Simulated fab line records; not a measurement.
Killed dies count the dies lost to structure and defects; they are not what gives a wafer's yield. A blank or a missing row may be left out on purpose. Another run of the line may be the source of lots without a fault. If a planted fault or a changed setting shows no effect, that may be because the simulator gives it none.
A struck lot beside a sound one :: flow nandHarc :: 13 out of 1159 route steps
Sound: these wafers, L675.1, L675.2, L675.6. Wafers L680.3, L680.4, L680.5 were the ones struck. The cause comes at the end.
For every step that has rows: the tool of each side, followed by ch and its chambers, followed by its first start. Under that, the readings that differ: sound wafers :: struck wafers :: difference of the means :: sigmas: that difference in standard deviations of wafers without a fault.
alike: readings with means less than 2 such deviations apart, plus words and numbers identical on both sides. not compared: withheld readings, readings lacking a value on some wafer, bounds such as >300 that could conceal the same value, and numbers that have no deviation in the record and whose values overlap.
The two part at a step that has a row with sigmas, a row that says differs or no value, or rows on one side only. When numbers do not overlap yet have no deviation, they are printed without sigmas and do not part them. A reading missing from all wafers of one side parts the sides only when that side holds two or more wafers.

NHARC_P_ZERO_WELL_DESCUM_13: chemistry O2, time 3 s.
  sound on rieDiel-05 ch 0,2,3, day 3 01:24; struck on rieDiel-05 ch 0,1,3, day 4 07:16
reading: rfVppV (V)
sound: 55.6 56.9 57.0
struck: 59.9 58.5 58.6
difference: +2.5
sigmas: +3
  alike: drypumpMotorCurrentA, oesProductAu, showerheadPlenumPTorr, throttleValvePct
  not compared: rfHoursCounterH
NHARC_P_ZERO_WELL_ETCH_65: etches the open film in N2/H2, target depth 80 nm, overetch 24 nm, time 87.88 s.
  sound on rieDiel-05 ch 0,2,3, day 3 01:30; struck on rieDiel-05 ch 0,3, day 4 07:22
  alike: drypumpMotorCurrentA, h2FlowSccm, oesProductAu, rfVppV, showerheadPlenumPTorr, throttleValvePct
  not compared: rfHoursCounterH
NHARC_P_ZERO_WELL_ETCH_62: etches the open film in CHF3/Ar, target depth 13 nm, time 6.5 s.
  sound on rieDiel-05 ch 1,2; struck on rieDiel-05 ch 1,3
  alike: drypumpMotorCurrentA, oesProductAu, rfVppV, showerheadPlenumPTorr, throttleValvePct
  not compared: rfHoursCounterH
NHARC_P_ZERO_WELL_ETCH_63: etches the open film in HBr/Cl2, target depth 120 nm, time 40.1 s.
  sound on rieSi-05 ch 1,2,3, day 3 01:40; struck on rieSi-05 ch 0,1, day 4 07:33
  alike: drypumpMotorCurrentA, oesProductAu, throttleValvePct
  not compared: rfHoursCounterH
then, 8 steps without rows for these wafers: NHARC_P_ZERO_WELL_STRIP_15 (strips in SPM, time 900 s); NHARC_P_ZERO_WELL_DEHYDRATE_16 (time 120 s); NHARC_P_ZERO_WELL_HMDS_17 (time 30 s); NHARC_P_ZERO_WELL_COAT_18; NHARC_P_ZERO_WELL_SOFTBAKE_19 (time 95 s); NHARC_P_ZERO_WELL_EBR_20; NHARC_P_ZERO_WELL_EXPOSE_21 (exposes mask P NWELL, target cd 720 nm); NHARC_P_ZERO_WELL_PEB_22 (peb time 85 s).
NHARC_P_ZERO_WELL_DEVELOP_23: time 70 s.
  sound on lithoTrack-03 ch 0, day 3 02:00; struck on lithoTrack-02, day 4 08:00
  no value came back on the struck wafers for chillPlateTempC (C), exhaustPa (Pa), timeS (s); on the sound wafers chillPlateTempC (C) reads 23.22 23.17 23.00

== WHERE THEY PART ==
At NHARC_P_ZERO_WELL_DESCUM_13 first; at NHARC_P_ZERO_WELL_DEVELOP_23 last (within this record only).

WHY: whatever the simulator had introduced
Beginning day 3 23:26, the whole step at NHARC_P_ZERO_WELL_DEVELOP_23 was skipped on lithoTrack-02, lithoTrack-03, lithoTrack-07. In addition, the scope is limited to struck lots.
